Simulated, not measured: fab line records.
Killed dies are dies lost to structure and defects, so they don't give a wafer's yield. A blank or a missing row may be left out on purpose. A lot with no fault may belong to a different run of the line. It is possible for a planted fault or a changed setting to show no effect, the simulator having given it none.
Matching of chambers :: flow nand-harc :: NHARC_A_STAIRCASE_STRIP_476 on rie-diel-01: 4 sister chambers
The step strips in O2, time 20 s. 18 wafers are shown with their chamber, then 9 later ones without.

== WAFERS PAIRED WITH THEIR CHAMBERS ==
wafer: L075.1
chamber: 2
showerhead-plenum-p-Torr (Torr): 3.32
drypump-motor-current-A (A): 5.4
oes-product-au (a.u.): 0.998

wafer: L075.2
chamber: 0
showerhead-plenum-p-Torr (Torr): 3.74
drypump-motor-current-A (A): 5.1
oes-product-au (a.u.): 0.993

wafer: L075.6
chamber: 3
showerhead-plenum-p-Torr (Torr): 3.37
drypump-motor-current-A (A): 5.0
oes-product-au (a.u.): 0.998

wafer: L076.2
chamber: 3
showerhead-plenum-p-Torr (Torr): 3.37
drypump-motor-current-A (A): 5.0
oes-product-au (a.u.): 1.001

wafer: L076.4
chamber: 1
showerhead-plenum-p-Torr (Torr): 3.48
drypump-motor-current-A (A): 6.0
oes-product-au (a.u.): 1.004

wafer: L076.5
chamber: 3
showerhead-plenum-p-Torr (Torr): 3.37
drypump-motor-current-A (A): 4.9
oes-product-au (a.u.): 0.990

wafer: L077.1
chamber: 3
showerhead-plenum-p-Torr (Torr): 3.36
drypump-motor-current-A (A): 5.0
oes-product-au (a.u.): 0.996

wafer: L077.3
chamber: 1
showerhead-plenum-p-Torr (Torr): 3.48
drypump-motor-current-A (A): 6.1
oes-product-au (a.u.): 1.013

wafer: L077.6
chamber: 3
showerhead-plenum-p-Torr (Torr): 3.36
drypump-motor-current-A (A): 5.0
oes-product-au (a.u.): 0.996

wafer: L078.3
chamber: 0
showerhead-plenum-p-Torr (Torr): 3.73
drypump-motor-current-A (A): 5.1
oes-product-au (a.u.): 0.993

wafer: L078.4
chamber: 3
showerhead-plenum-p-Torr (Torr): 3.36
drypump-motor-current-A (A): 5.0
oes-product-au (a.u.): 0.992

wafer: L078.6
chamber: 3
showerhead-plenum-p-Torr (Torr): 3.36
drypump-motor-current-A (A): 4.9
oes-product-au (a.u.): 0.982

wafer: L082.1
chamber: 2
showerhead-plenum-p-Torr (Torr): 3.30
drypump-motor-current-A (A): 5.4
oes-product-au (a.u.): 1.005

wafer: L082.2
chamber: 0
showerhead-plenum-p-Torr (Torr): 3.72
drypump-motor-current-A (A): 5.1
oes-product-au (a.u.): 1.003

wafer: L082.6
chamber: 3
showerhead-plenum-p-Torr (Torr): 3.36
drypump-motor-current-A (A): 4.9
oes-product-au (a.u.): 0.989

wafer: L085.2
chamber: 1
showerhead-plenum-p-Torr (Torr): 3.46
drypump-motor-current-A (A): 6.0
oes-product-au (a.u.): 1.013

wafer: L085.5
chamber: 3
showerhead-plenum-p-Torr (Torr): 3.35
drypump-motor-current-A (A): 5.0
oes-product-au (a.u.): 1.007

wafer: L085.6
chamber: 2
showerhead-plenum-p-Torr (Torr): 3.29
drypump-motor-current-A (A): 5.4
oes-product-au (a.u.): 1.010

SIGNATURES (averages over the wafers above)
reading: showerhead-plenum-p-Torr
chamber 0: 3.7300
chamber 1: 3.4733
chamber 2: 3.3033
chamber 3: 3.3622
scatter within a chamber: 0.00959

reading: drypump-motor-current-A
chamber 0: 5.100
chamber 1: 6.033
chamber 2: 5.400
chamber 3: 4.967
scatter within a chamber: 0.0436

reading: oes-product-au
chamber 0: 0.99633
chamber 1: 1.01000
chamber 2: 1.00433
chamber 3: 0.99456
scatter within a chamber: 0.00666
Rule: a wafer lies at a distance from a chamber equal to the root of the sum of squares, over the readings, of (its reading less the chamber's mean, divided by the reading's scatter). The wafer belongs to the nearest chamber; if the next one is less than 2 further off, it can't be placed. The scatter is the square root of a quotient: the sum, over the shown wafers, of each reading's squared deviation from its chamber's mean, divided by wafers minus chambers.

== WAFERS MISSING THEIR CHAMBER ==
wafer: L088.2
showerhead-plenum-p-Torr (Torr): 3.46
drypump-motor-current-A (A): 6.0
oes-product-au (a.u.): 0.996

wafer: L088.3
showerhead-plenum-p-Torr (Torr): 3.29
drypump-motor-current-A (A): 5.4
oes-product-au (a.u.): 1.002

wafer: L088.5
showerhead-plenum-p-Torr (Torr): 3.35
drypump-motor-current-A (A): 5.0
oes-product-au (a.u.): 1.005

wafer: L095.1
showerhead-plenum-p-Torr (Torr): 3.45
drypump-motor-current-A (A): 6.0
oes-product-au (a.u.): 0.993

wafer: L095.3
showerhead-plenum-p-Torr (Torr): 3.80
drypump-motor-current-A (A): 5.5
oes-product-au (a.u.): 0.980

wafer: L095.6
showerhead-plenum-p-Torr (Torr): 3.45
drypump-motor-current-A (A): 6.1
oes-product-au (a.u.): 1.000

wafer: L096.2
showerhead-plenum-p-Torr (Torr): 3.33
drypump-motor-current-A (A): 5.0
oes-product-au (a.u.): 0.996

wafer: L096.4
showerhead-plenum-p-Torr (Torr): 3.44
drypump-motor-current-A (A): 6.1
oes-product-au (a.u.): 1.013

wafer: L096.6
showerhead-plenum-p-Torr (Torr): 3.33
drypump-motor-current-A (A): 5.0
oes-product-au (a.u.): 0.996

== WHICH CHAMBER EACH WENT THROUGH ==
wafer: L088.2
from the rows above: 1
in truth: 1

wafer: L088.3
from the rows above: 2
in truth: 2

wafer: L088.5
from the rows above: 3
in truth: 3

wafer: L095.1
from the rows above: 1
in truth: 1

wafer: L095.3
from the rows above: 0
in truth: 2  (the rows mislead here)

wafer: L095.6
from the rows above: 1
in truth: 1

wafer: L096.2
from the rows above: 3
in truth: 3

wafer: L096.4
from the rows above: 1
in truth: 1

wafer: L096.6
from the rows above: 3
in truth: 3
Correct placement for 8 of the 9. Not placeable from these rows: 0. Number placed wrongly: 1.
